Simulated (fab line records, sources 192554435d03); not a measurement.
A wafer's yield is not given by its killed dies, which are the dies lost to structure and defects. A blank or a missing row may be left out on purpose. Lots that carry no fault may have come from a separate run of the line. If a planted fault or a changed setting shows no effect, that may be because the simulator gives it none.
fab line records | flow n5Finfet
record lots=7 wafers=21
route steps=1938 shown BEOL_M14@1753 BEOL_M15@1809 TV_LITHO@1879 PASSIVATION@1921
startH: the number of hours between the record's first day and the start of the first shown wafer of the lot | waitH: hours elapsed since this lot's preceding step | " the same as in the row above | L1.1+2: a row that stands for several wafers | - no value, or no start given | * or withheld: withheld | < > ~ a bound
route shown NAME@n: a module of which the file shows steps, and the number in the route of the first | usual: mean and standard deviation over wafers with no fault | same: alike in all rows | chamber/n: place in a boat | sites: each site's reading | _std_site: the standard deviation of these | _edge_site: mean of outer sites minus mean of inner sites | radiusMm: how far each site lies from the wafer's centre | mask NAME#n: copy n | behind: the last tool/chamber to shape the wafer | hold: why the lot went on hold/how many hours it stayed there/how the hold came to an end | device: which transistor (n, p or np) failed to switch | end of line: at the end of the route, the tests of the same wafers | a step without rows: its recipe alone | killed: not the wafer's yield, but the dies lost to structure and defects at the first sort | map: a wafer's dies, marking killed ones x, the rest . and places with no die _
set.NAME: the setting as run; set.NAME@STEP: as run at that earlier step | model.NAME: the simulator's own value behind a step, which no gauge read
lots with deliberately changed settings; one table per step, one row per wafer
## steps
# step N5_BEOL_M14_TRENCH_ETCH_34
# recipe chemistry=C4F8/O2/Ar target=SiO2 targetDepthA=5566.5 maskMaterial=SOC heInnerTorr=15 heOuterTorr=30 timeS=126.9 ionEnergyEv=800 pressureMtorr=20 sourceW=1905 biasW=2040 Ar_flow_sccm=400 C4F8_flow_sccm=16 O2_flow_sccm=12
# columns lot.wafer tool chamber startH waitH set.timeS set.pebTempC@BEOL_M14_PEB_26 model.etch.depthNm model.BEOL_M14.cdNm
L085.1 rieDiel-06 3 323.61 0.0 126.9 131.9 545.1 286.4
L085.5 " 1 " " 126.9 130 575.2 277
L085.6 " 2 " " 126.9 130 602 277.6
L086.2 rieDiel-04 1 325.88 0.0 103.5 128.5 463.6 269
L086.3 " 2 " " 126.9 130 532.4 276.8
L086.6 " 2 " " 126.9 128.5 537.3 270.8
L087.1 rieDiel-01 3 343.65 0.0 126.9 132.1 566.5 287
L087.4 " 0 " " 102.7 132.1 455 287.6
L087.5 " 0 " " 102.7 130 459.8 277.2
L089.1 rieDiel-04 1 355.32 0.0 126.9 130 570.2 282.6
L089.3 " 3 " " 126.9 126.3 545 258.8
L089.5 " 1 " " 126.9 126.3 571.9 264.4
L093.1 rieDiel-06 0 373.45 0.0 126.9 130 590.6 284.8
L093.2 " 1 " " 126.9 130 580.9 279
L093.4 " 2 " " 126.9 130 602.2 276.6
L095.1 rieDiel-01 3 387.91 0.0 126.9 130 568.9 279
L095.2 " 2 " " 126.9 130 554.9 276.2
L095.4 " 0 " " 126.9 130 554.4 275.2
L096.1 rieDiel-04 3 388.98 0.0 143.4 130 615.6 281
L096.3 " 0 " " 143.4 133.6 630.6 292.6
L096.4 " 1 " " 126.9 130 557.8 277.6
# step N5_BEOL_M14_STRIP_70
# recipe chemistry=C4F8/O2/Ar resist=SiARC rfFrequencyHz=6e+07
# step N5_BEOL_M14_OCD_MEAS_35
# usual trenchDepthNm=560/17
# columns lot.wafer tool chamber startH waitH set.timeS@BEOL_M14_TRENCH_ETCH_34 trenchDepthNm
L085.1 ocd-01 - 323.76 0.0 126.9 545
L085.5 " - " " 126.9 575
L085.6 " - " " 126.9 602
L086.2 ocd-01 - 326.03 0.0 103.5 463
L086.3 " - " " 126.9 532
L086.6 " - " " 126.9 538
L087.1 ocd-02 - 343.81 0.0 126.9 567
L087.4 " - " " 102.7 455
L087.5 " - " " 102.7 460
L089.1 ocd-02 - 355.47 0.0 126.9 570
L089.3 " - " " 126.9 545
L089.5 " - " " 126.9 572
L093.1 ocd-02 - 373.60 0.0 126.9 590
L093.2 " - " " 126.9 581
L093.4 " - " " 126.9 603
L095.1 ocd-02 - 388.06 0.0 126.9 569
L095.2 " - " " 126.9 555
L095.4 " - " " 126.9 555
L096.1 ocd-02 - 389.13 0.0 143.4 615
L096.3 " - " " 143.4 631
L096.4 " - " " 126.9 558
# step N5_BEOL_M14_STRIP_37
# recipe chemistry=O2 powerW=600 tempC=60 pressureMtorr=30 rfFrequencyHz=6e+07 biasPowerW=0 overashFraction=0.3 o2FlowSccm=225
# step N5_BEOL_M14_ETCH_38
# recipe chemistry=CF4/N2 target=SiCN targetDepthA=1065 taperDeg=2 timeS=120.6 ionEnergyEv=150 maskMaterial=SiO2 pressureMtorr=40 sourceW=430 biasW=70 Ar_flow_sccm=100 cf4FlowSccm=60 n2FlowSccm=60
# columns lot.wafer tool chamber startH waitH set.pebTempC@BEOL_M14_PEB_26 model.BEOL_M14.cdNm
L085.1 rieDiel-01 3 - - 131.9 286.4
L085.5 " 1 " " 130 277.2
L085.6 " 0 " " 130 277.8
L086.2 rieDiel-06 3 - - 128.5 269.2
L086.3 " 2 " " 130 277
L086.6 " 2 " " 128.5 270.8
L087.1 rieDiel-01 0 - - 132.1 287.2
L087.4 " 2 " " 132.1 287.6
L087.5 " 3 " " 130 277.2
L089.1 rieDiel-01 1 - - 130 282.8
L089.3 " 3 " " 126.3 258.8
L089.5 " 1 " " 126.3 264.4
L093.1 rieDiel-01 3 - - 130 284.8
L093.2 " 1 " " 130 279.2
L093.4 " 2 " " 130 276.6
L095.1 rieDiel-06 3 - - 130 279
L095.2 " 2 " " 130 276.4
L095.4 " 1 " " 130 275.4
L096.1 rieDiel-06 1 - - 130 281.2
L096.3 " 2 " " 133.6 292.8
L096.4 " 3 " " 130 277.8
# step N5_BEOL_M14_PRECLEAN_39
# recipe chemistry=residueRemover timeS=60 tempC=40
# step N5_BEOL_M14_SRD_40
# recipe timeS=30 tempC=23 rinseLiquid=diw dry=n2Spin spinRpm=1500 dryTimeS=30
# step N5_BEOL_M14_ECD_47
# recipe material=Cu targetThkA=12480
# step N5_BEOL_M14_ANNEAL_48
# recipe tempC=225 timeS=90 ambient=N2
# step N5_BEOL_M14_CMP_49
# recipe stopOn=SiO2 tOverpolishS=5.2 downForcePsi=2 platenRpm=80 clearingPlatenDownForcePsi=2 clearingPlatenRpm=80 postCmpClean=cuAlkaline targetThkNm=560 clearingPlatenPadVelocityMS=1.5917 padVelocityMS=1.5917
# columns lot.wafer tool chamber startH waitH set.timeS@BEOL_M14_TRENCH_ETCH_34 model.Cu_of_BEOL_M14_ECD_47.thkNm
L085.1 cmp-01 2 330.68 0.3 126.9 548.8
L085.5 " 1 " " 126.9 578.6
L085.6 " 2 " " 126.9 606
L086.2 cmp-01 0 333.15 0.2 103.5 467.6
L086.3 " 2 " " 126.9 536.4
L086.6 " 1 " " 126.9 539.2
L087.4 cmp-02 1 347.27 0.2 102.7 456.8
L087.1 " 2 " " 126.9 567
L087.5 " 3 " " 102.7 460.2
L089.1 cmp-01 1 356.91 0.3 126.9 572
L089.3 " 0 " " 126.9 548.6
L089.5 " 1 " " 126.9 575.2
L093.1 cmp-02 1 376.93 0.3 126.9 593.2
L093.2 " 2 " " 126.9 583.2
L093.4 " 3 " " 126.9 604.6
L095.2 cmp-01 3 389.57 0.2 126.9 557.4
L095.4 " 0 " " 126.9 558
L095.1 " 1 " " 126.9 570.4
L096.3 cmp-03 2 394.66 0.2 143.4 633.4
L096.1 " 3 " " 143.4 619.8
L096.4 " 1 " " 126.9 562.2
# step N5_BEOL_M14_THK_MEAS_50
# recipe thkMeasGauge=xrf reads=Cu_of_BEOL_M14_ECD_47
# usual M14_THK=575/18
# columns lot.wafer tool chamber startH waitH set.timeS@BEOL_M14_TRENCH_ETCH_34 M14_THK[nm]
L085.1 filmMetro-01 - 330.93 - 126.9 558
L085.5 " - " " 126.9 585
L085.6 " - " " 126.9 617
L086.2 filmMetro-01 - 333.45 - 103.5 480
L086.3 " - " " 126.9 551
L086.6 " - " " 126.9 554
L087.1 filmMetro-01 - 347.49 - 126.9 574
L087.4 " - " " 102.7 463
L087.5 " - " " 102.7 466
L089.1 filmMetro-01 - 357.21 - 126.9 587
L089.3 " - " " 126.9 564
L089.5 " - " " 126.9 589
L093.1 filmMetro-01 - 377.22 - 126.9 614
L093.2 " - " " 126.9 601
L093.4 " - " " 126.9 622
L095.1 filmMetro-02 - 389.82 - 126.9 584
L095.2 " - " " 126.9 571
L095.4 " - " " 126.9 572
L096.1 filmMetro-01 - 394.95 - 143.4 635
L096.3 " - " " 143.4 649
L096.4 " - " " 126.9 575
# step N5_BEOL_M14_PRE_CLEAN_52
# recipe gas=NH3 timeS=15 tempC=withheld rfPowerW=300
# step N5_BEOL_M14_DEP_53
# recipe material=SiCN targetThkA=500 tempC=withheld precursor=3MS/NH3 pressureTorr=3 rfW=675 timeS=17.8
# step N5_BEOL_M14_RS_MEAS_54
# recipe thkMeasGauge=four-point-probe reads=Cu_of_BEOL_M14_ECD_47+Ta_of_BEOL_M14_SPUTTER_44+TaN_of_BEOL_M14_SPUTTER_43
# usual M14_RS=0.0330/0.001
# columns lot.wafer tool chamber startH waitH set.timeS@BEOL_M14_TRENCH_ETCH_34 M14_RS[ohm/sq]
L085.1 filmMetro-01 - 331.06 0.0 126.9 0.0340
L085.5 " - " " 126.9 0.0321
L085.6 " - " " 126.9 0.0307
L086.2 filmMetro-01 - 333.58 0.1 103.5 0.0400
L086.3 " - " " 126.9 0.0347
L086.6 " - " " 126.9 0.0345
L087.1 filmMetro-01 - 347.62 0.0 126.9 0.0328
L087.4 " - " " 102.7 0.0409
L087.5 " - " " 102.7 0.0406
L089.1 filmMetro-02 - 357.36 0.1 126.9 0.0324
L089.3 " - " " 126.9 0.0338
L089.5 " - " " 126.9 0.0322
L093.1 filmMetro-01 - 377.35 0.0 126.9 0.0313
L093.2 " - " " 126.9 0.0319
L093.4 " - " " 126.9 0.0307
L095.1 filmMetro-02 - 389.95 0.0 126.9 0.0325
L095.2 " - " " 126.9 0.0334
L095.4 " - " " 126.9 0.0332
L096.1 filmMetro-01 - 395.08 0.0 143.4 0.0300
L096.3 " - " " 143.4 0.0293
L096.4 " - " " 126.9 0.0331
# step N5_BEOL_M15_TRENCH_ETCH_34
# recipe chemistry=C4F8/O2/Ar target=SiO2 targetDepthA=8729.3 heInnerTorr=15 heOuterTorr=30 timeS=199 ionEnergyEv=800 pressureMtorr=20 sourceW=1905 biasW=2040 Ar_flow_sccm=400 C4F8_flow_sccm=16 O2_flow_sccm=12
# usual rfVppV=2246/24
# columns lot.wafer tool chamber startH waitH set.biasW rfVppV
L085.1 rieDiel-05 1 334.04 0.0 2040 2295
L085.5 " 1 " " 2350 2530
L085.6 " 2 " " 2040 2220
L086.2 rieDiel-05 3 335.95 0.0 2040 2240
L086.3 " 0 " " 2040 2252
L086.6 " 1 " " 2040 2298
L087.1 rieDiel-05 1 350.30 0.0 2040 2296
L087.4 " 3 " " 1897 2127
L087.5 " 1 " " 2040 2297
L089.1 rieDiel-03 1 359.63 0.0 2040 2237
L089.3 " 0 " " 1678 1931
L089.5 " 0 " " 2040 2215
L093.1 rieDiel-02 0 379.82 0.0 2185 2355
L093.2 " 3 " " 2185 2339
L093.4 " 2 " " 2040 2224
L095.1 rieDiel-05 2 392.33 0.0 2040 2220
L095.2 " 3 " " 2040 2241
L095.4 " 0 " " 2040 2252
L096.1 rieDiel-03 1 397.70 0.0 2040 2239
L096.3 " 3 " " 2040 2271
L096.4 " 2 " " 2040 2223
# step N5_BEOL_M15_SPUTTER_44
# recipe material=Ta targetThkA=150 tempC=50 biasV=80 powerW=15000 chamberPressurePa=0.07 timeS=24.19
# columns lot.wafer tool chamber startH waitH set.powerW model.Ta_of_BEOL_M15_SPUTTER_44.thkNm
L085.1+5 pvdSputter-01 - 339.02 0.0 17290 17
L085.6 " - " " 15000 14.8
L086.2 pvdSputter-01 - 340.06 0.0 15000 15
L086.3 " - " " 15000 14.8
L086.6 " - " " 16960 17
L087.1 pvdSputter-03 - 352.39 0.0 15000 14.6
L087.4 " - " " 13290 13.2
L087.5 " - " " 15000 14.8
L089.1+5 pvdSputter-03 - 363.23 0.0 15000 14.8
L089.3 " - " " 13010 13
L093.1 pvdSputter-03 - 381.84 0.0 15000 14.8
L093.2 " - " " 13610 13.4
L093.4 " - " " 13610 13.6
L095.1 pvdSputter-02 - 393.38 0.0 15000 15.4
L095.2 " - " " 15000 14.8
L095.4 " - " " 15000 15.2
L096.1 pvdSputter-03 - 405.77 0.0 12480 12.8
L096.3 " - " " 12480 13
L096.4 " - " " 12480 12.6
# step N5_PASSIVATION_EXPOSE_07
# recipe maskId=TV na=0.55 sourceShape=conventional sigmaOuter=0.8 polarization=unpolarized defocusNm=0 targetCdNm=3000 doseMj=22.75
# columns lot.wafer tool chamber startH waitH mask set.doseMj
L086.2+3 krfScanner-01 0 349.16 - TV#0 22.75
L086.6 " 0 " " TV#0 21.33
L085.1+5+6 krfScanner-02 0 349.31 - TV#0 22.75
L087.1+5 krfScanner-02 0 361.90 - TV#0 22.75
L087.4 " 0 " " TV#0 24.32
L089.1+3 krfScanner-02 0 370.33 - TV#0 23.44
L089.5 " 0 " " TV#0 22.75
L093.1+2 krfScanner-01 0 391.18 - TV#0 22.75
L093.4 " 0 " " TV#0 21.37
L095.1+2+4 krfScanner-01 0 400.62 - TV#0 22.75
L096.1 krfScanner-01 0 416.90 - TV#0 22.75
L096.3+4 " 0 " " TV#0 22.13
# step N5_PASSIVATION_PEB_08
# recipe pebTempC=withheld pebTimeS=*
# step N5_PASSIVATION_DEVELOP_09
# recipe developTimeS=60 rinseLiquid=diw dry=airSpin devTempC=21
# step N5_PASSIVATION_HARDBAKE_11
# recipe tempC=130 timeS=120
# step N5_PASSIVATION_CD_MEAS_10
# recipe targetCdNm=3000 landingEnergyEv=500 detector=seInlens
# usual cdNm=2999/3.4
# columns lot.wafer tool chamber startH waitH set.doseMj@PASSIVATION_EXPOSE_07 cdNm
L086.2 cdSem-03 0 349.33 - 22.75 3001
L086.3 " 0 " " 22.75 3000
L086.6 " 0 " " 21.33 2985
L085.1 cdSem-02 0 349.49 - 22.75 2998
L085.5 " 0 " " 22.75 3001
L085.6 " 0 " " 22.75 2994
L087.1 cdSem-01 0 362.07 - 22.75 3001
L087.4 " 0 " " 24.32 3014
L087.5 " 0 " " 22.75 3002
L089.1 cdSem-03 0 370.50 - 23.44 3002
L089.3 " 0 " " 23.44 3004
L089.5 " 0 " " 22.75 3004
L093.1 cdSem-03 0 391.35 - 22.75 2995
L093.2 " 0 " " 22.75 2997
L093.4 " 0 " " 21.37 2985
L095.1 cdSem-02 0 400.80 - 22.75 3000
L095.2 " 0 " " 22.75 3000
L095.4 " 0 " " 22.75 2998
L096.1 cdSem-01 0 417.08 - 22.75 2994
L096.3 " 0 " " 22.13 2991
L096.4 " 0 " " 22.13 2990
# step N5_PASSIVATION_EXPOSE_41
# recipe maskId=PASS_OPEN na=0.55 defocusNm=0 sourceShape=conventional sigmaOuter=0.8 polarization=unpolarized targetCdNm=40000 doseMj=57.25
# columns lot.wafer tool chamber startH waitH mask set.doseMj
L086.2+3 krfScanner-01 0 353.27 - PASS_OPEN#0 57.25
L086.6 " 0 " " PASS_OPEN#0 58.85
L085.1+5 krfScanner-01 0 353.50 - PASS_OPEN#0 57.25
L085.6 " 0 " " PASS_OPEN#0 55.89
L087.1+4 krfScanner-01 0 365.65 - PASS_OPEN#0 57.25
L087.5 " 0 " " PASS_OPEN#0 54.35
L089.1+5 krfScanner-01 0 374.57 - PASS_OPEN#0 57.25
L089.3 " 0 " " PASS_OPEN#0 61.01
L093.1 krfScanner-02 0 395.48 - PASS_OPEN#0 57.25
L093.2+4 " 0 " " PASS_OPEN#0 61.48
L095.1+2+4 krfScanner-01 0 404.18 - PASS_OPEN#0 57.25
L096.1 krfScanner-01 0 420.41 - PASS_OPEN#0 59.66
L096.3+4 " 0 " " PASS_OPEN#0 57.25
# step N5_PASSIVATION_PEB_42
# recipe pebTempC=withheld pebTimeS=*
# step N5_PASSIVATION_DEVELOP_43
# recipe developTimeS=60 rinseLiquid=diw dry=airSpin devTempC=21
# step N5_PASSIVATION_HARDBAKE_45
# recipe tempC=130 timeS=120
# step N5_PASSIVATION_CD_MEAS_44
# recipe targetCdNm=40000 landingEnergyEv=500 detector=seInlens
# usual cdNm=40002/5.6
# columns lot.wafer tool chamber startH waitH set.doseMj@PASSIVATION_EXPOSE_41 cdNm
L086.2 cdSem-01 0 353.44 - 57.25 40007
L086.3 " 0 " " 57.25 40008
L086.6 " 0 " " 58.85 40017
L085.1 cdSem-02 0 353.68 - 57.25 39999
L085.5 " 0 " " 57.25 40007
L085.6 " 0 " " 55.89 39999
L087.1 cdSem-02 0 365.83 - 57.25 39994
L087.4 " 0 " " 57.25 40006
L087.5 " 0 " " 54.35 39986
L089.1 cdSem-03 0 374.75 - 57.25 39990
L089.3 " 0 " " 61.01 40026
L089.5 " 0 " " 57.25 40004
L093.1 cdSem-02 0 395.66 - 57.25 40003
L093.2 " 0 " " 61.48 40023
L093.4 " 0 " " 61.48 40030
L095.1 cdSem-03 0 404.36 - 57.25 40005
L095.2 " 0 " " 57.25 39997
L095.4 " 0 " " 57.25 40002
L096.1 cdSem-03 0 420.59 - 59.66 40021
L096.3 " 0 " " 57.25 40003
L096.4 " 0 " " 57.25 40002
## key
split step=N5_BEOL_M14_TRENCH_ETCH_34 setting=timeS stated=126.9 by=wafer
response step=N5_BEOL_M14_TRENCH_ETCH_34 reading=model.etch.depthNm change=+4.86 per=1% r=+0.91
response step=N5_BEOL_M14_OCD_MEAS_35 reading=trenchDepthNm change=+4.87 per=1% r=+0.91
response step=N5_BEOL_M14_CMP_49 reading=model.Cu_of_BEOL_M14_ECD_47.thkNm change=+4.81 per=1% r=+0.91
response step=N5_BEOL_M14_THK_MEAS_50 reading=M14_THK change=+4.93 per=1% r=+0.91
response step=N5_BEOL_M14_RS_MEAS_54 reading=M14_RS change=-0.00034 per=1% r=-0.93
split step=N5_BEOL_M15_TRENCH_ETCH_34 setting=biasW stated=2040 by=wafer
response step=N5_BEOL_M15_TRENCH_ETCH_34 reading=rfVppV change=+17.7 per=1% r=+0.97
split step=N5_BEOL_M15_SPUTTER_44 setting=powerW stated=15000 by=wafer
response step=N5_BEOL_M15_SPUTTER_44 reading=model.Ta_of_BEOL_M15_SPUTTER_44.thkNm change=+0.143 per=1% r=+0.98
split step=N5_PASSIVATION_EXPOSE_07 setting=doseMj stated=22.75 by=wafer
response step=N5_PASSIVATION_CD_MEAS_10 reading=cdNm change=+1.88 per=1% r=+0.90
split step=N5_PASSIVATION_EXPOSE_41 setting=doseMj stated=57.25 by=wafer
response step=N5_PASSIVATION_CD_MEAS_44 reading=cdNm change=+3.52 per=1% r=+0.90
split outsideThisFile step=N5_BEOL_M14_PEB_26 setting=pebTempC
# split outsideThisFile: this setting was split too, and the file shows its column; the key of that split is in another file
